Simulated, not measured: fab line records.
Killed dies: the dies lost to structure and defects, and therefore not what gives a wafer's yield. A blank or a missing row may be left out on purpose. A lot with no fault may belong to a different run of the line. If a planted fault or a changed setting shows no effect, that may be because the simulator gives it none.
Split-lot trial / flow n5Finfet / route with 1938 steps; 7 lots, 21 wafers read

## THE SPLIT ITSELF
At N5_DUMMY_GATE_COAT_28 (time 60 s, resist thk 10 nm), the setting spinRpm was moved away from the recipe's 1500 rpm on 6 of the 21 wafers read, by -11.2% to +11.3%. For the rest of the wafers, this setting stayed at what the recipe calls for.

The split's own step is where the reading is taken.

## THE READING
underlayer_of_DUMMY_GATE_COAT_28.thkNm (the simulator's own value, which no gauge read), in nm, at N5_DUMMY_GATE_COAT_28 (time 60 s, resist thk 10 nm). The file gives no usual value for it. Here, 15 wafers ran the recipe; their average is 10.0 nm with a standard deviation of 0.05 nm.

wafer=L074.2; tool, chamber at the split=lithoTrack-04, 0; spinRpm as run, rpm=1452; against the recipe=-3.2%; underlayer_of_DUMMY_GATE_COAT_28.thkNm, nm=10.2; against lot-mates on the recipe=+0.2
wafer=L074.4; tool, chamber at the split=lithoTrack-04, 0; spinRpm as run, rpm=1452; against the recipe=-3.2%; underlayer_of_DUMMY_GATE_COAT_28.thkNm, nm=10.2; against lot-mates on the recipe=+0.2
wafer=L074.6; tool, chamber at the split=lithoTrack-04, 0; spinRpm as run, rpm=1500; against the recipe=recipe; underlayer_of_DUMMY_GATE_COAT_28.thkNm, nm=10; against lot-mates on the recipe=-
wafer=L075.3; tool, chamber at the split=lithoTrack-02, 0; spinRpm as run, rpm=1500; against the recipe=recipe; underlayer_of_DUMMY_GATE_COAT_28.thkNm, nm=10; against lot-mates on the recipe=-
wafer=L075.5; tool, chamber at the split=lithoTrack-02, 0; spinRpm as run, rpm=1332; against the recipe=-11.2%; underlayer_of_DUMMY_GATE_COAT_28.thkNm, nm=10.6; against lot-mates on the recipe=+0.6
wafer=L075.6; tool, chamber at the split=lithoTrack-02, 0; spinRpm as run, rpm=1332; against the recipe=-11.2%; underlayer_of_DUMMY_GATE_COAT_28.thkNm, nm=10.6; against lot-mates on the recipe=+0.6
wafer=L080.1; tool, chamber at the split=lithoTrack-04, 0; spinRpm as run, rpm=1500; against the recipe=recipe; underlayer_of_DUMMY_GATE_COAT_28.thkNm, nm=10; against lot-mates on the recipe=-
wafer=L080.2; tool, chamber at the split=lithoTrack-04, 0; spinRpm as run, rpm=1500; against the recipe=recipe; underlayer_of_DUMMY_GATE_COAT_28.thkNm, nm=10; against lot-mates on the recipe=-
wafer=L080.4; tool, chamber at the split=lithoTrack-04, 0; spinRpm as run, rpm=1500; against the recipe=recipe; underlayer_of_DUMMY_GATE_COAT_28.thkNm, nm=10; against lot-mates on the recipe=-
wafer=L082.1; tool, chamber at the split=lithoTrack-05, 0; spinRpm as run, rpm=1500; against the recipe=recipe; underlayer_of_DUMMY_GATE_COAT_28.thkNm, nm=10; against lot-mates on the recipe=-
wafer=L082.3; tool, chamber at the split=lithoTrack-05, 0; spinRpm as run, rpm=1500; against the recipe=recipe; underlayer_of_DUMMY_GATE_COAT_28.thkNm, nm=10; against lot-mates on the recipe=-
wafer=L082.6; tool, chamber at the split=lithoTrack-05, 0; spinRpm as run, rpm=1500; against the recipe=recipe; underlayer_of_DUMMY_GATE_COAT_28.thkNm, nm=10; against lot-mates on the recipe=-
wafer=L084.3; tool, chamber at the split=lithoTrack-05, 0; spinRpm as run, rpm=1500; against the recipe=recipe; underlayer_of_DUMMY_GATE_COAT_28.thkNm, nm=10; against lot-mates on the recipe=-
wafer=L084.4; tool, chamber at the split=lithoTrack-05, 0; spinRpm as run, rpm=1500; against the recipe=recipe; underlayer_of_DUMMY_GATE_COAT_28.thkNm, nm=10; against lot-mates on the recipe=-
wafer=L084.5; tool, chamber at the split=lithoTrack-05, 0; spinRpm as run, rpm=1500; against the recipe=recipe; underlayer_of_DUMMY_GATE_COAT_28.thkNm, nm=9.8; against lot-mates on the recipe=-
wafer=L088.2; tool, chamber at the split=lithoTrack-02, 0; spinRpm as run, rpm=1500; against the recipe=recipe; underlayer_of_DUMMY_GATE_COAT_28.thkNm, nm=10; against lot-mates on the recipe=-
wafer=L088.6; tool, chamber at the split=lithoTrack-02, 0; spinRpm as run, rpm=1500; against the recipe=recipe; underlayer_of_DUMMY_GATE_COAT_28.thkNm, nm=10; against lot-mates on the recipe=-
wafer=L088.4; tool, chamber at the split=lithoTrack-02, 0; spinRpm as run, rpm=1584; against the recipe=+5.6%; underlayer_of_DUMMY_GATE_COAT_28.thkNm, nm=9.8; against lot-mates on the recipe=-0.2
wafer=L091.3; tool, chamber at the split=lithoTrack-05, 0; spinRpm as run, rpm=1500; against the recipe=recipe; underlayer_of_DUMMY_GATE_COAT_28.thkNm, nm=10; against lot-mates on the recipe=-
wafer=L091.5; tool, chamber at the split=lithoTrack-05, 0; spinRpm as run, rpm=1500; against the recipe=recipe; underlayer_of_DUMMY_GATE_COAT_28.thkNm, nm=10; against lot-mates on the recipe=-
wafer=L091.6; tool, chamber at the split=lithoTrack-05, 0; spinRpm as run, rpm=1669; against the recipe=+11.3%; underlayer_of_DUMMY_GATE_COAT_28.thkNm, nm=9.6; against lot-mates on the recipe=-0.4

THE FIT
A straight line over all 21 wafers: underlayer_of_DUMMY_GATE_COAT_28.thkNm changes by -0.047 nm for each +1% of spinRpm; r = -0.96; the points scatter about the line by 0.062 nm.
The same after taking each lot's own level away (the mean of its wafers on the recipe; 21 wafers): -0.0468 nm for each +1%; r = -0.97; scatter 0.053 nm.
According to that fit, moving spinRpm by its largest amount changes the reading by 0.53 nm.
Measured against the standard deviation above, the lots' own levels, which go from 9.93 to 10.00 nm, span 1.3 times it.
Hence the lot-to-lot level has little effect on the slope; both slopes agree.
Check: for one of the wafers moved furthest among these (+11.3%), held out of the fit, the line's prediction against its lot-mates is -0.571 nm. It came out at -0.4 nm against them.

## THE OTHER SPLITS THESE WAFERS WENT THROUGH
Note: prior to the reading, these wafers also went through further splits. Each is held against what the fit with the lots' levels taken away leaves over:
other split on the same wafers=N5_WELL_APT_COAT_02 spinRpm; wafers away from the commonest value=3; r with underlayer_of_DUMMY_GATE_COAT_28.thkNm (lot level and that fit taken away)=-0.19
other split on the same wafers=N5_PMOS_HMC_CHANNEL_EPI_EXPOSE_06 doseMj; wafers away from the commonest value=7; r with underlayer_of_DUMMY_GATE_COAT_28.thkNm (lot level and that fit taken away)=-0.18
other split on the same wafers=N5_PMOS_HMC_CHANNEL_EPI_PEB_07 pebTimeS; wafers away from the commonest value=9; r with underlayer_of_DUMMY_GATE_COAT_28.thkNm (lot level and that fit taken away)=-0.15
other split on the same wafers=N5_FIN_CUT_COAT_19 spinRpm; wafers away from the commonest value=9; r with underlayer_of_DUMMY_GATE_COAT_28.thkNm (lot level and that fit taken away)=+0.15

## FILE'S OWN FIT
underlayer_of_DUMMY_GATE_COAT_28.thkNm changes by -0.0442 nm for each +1% of spinRpm, r = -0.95.
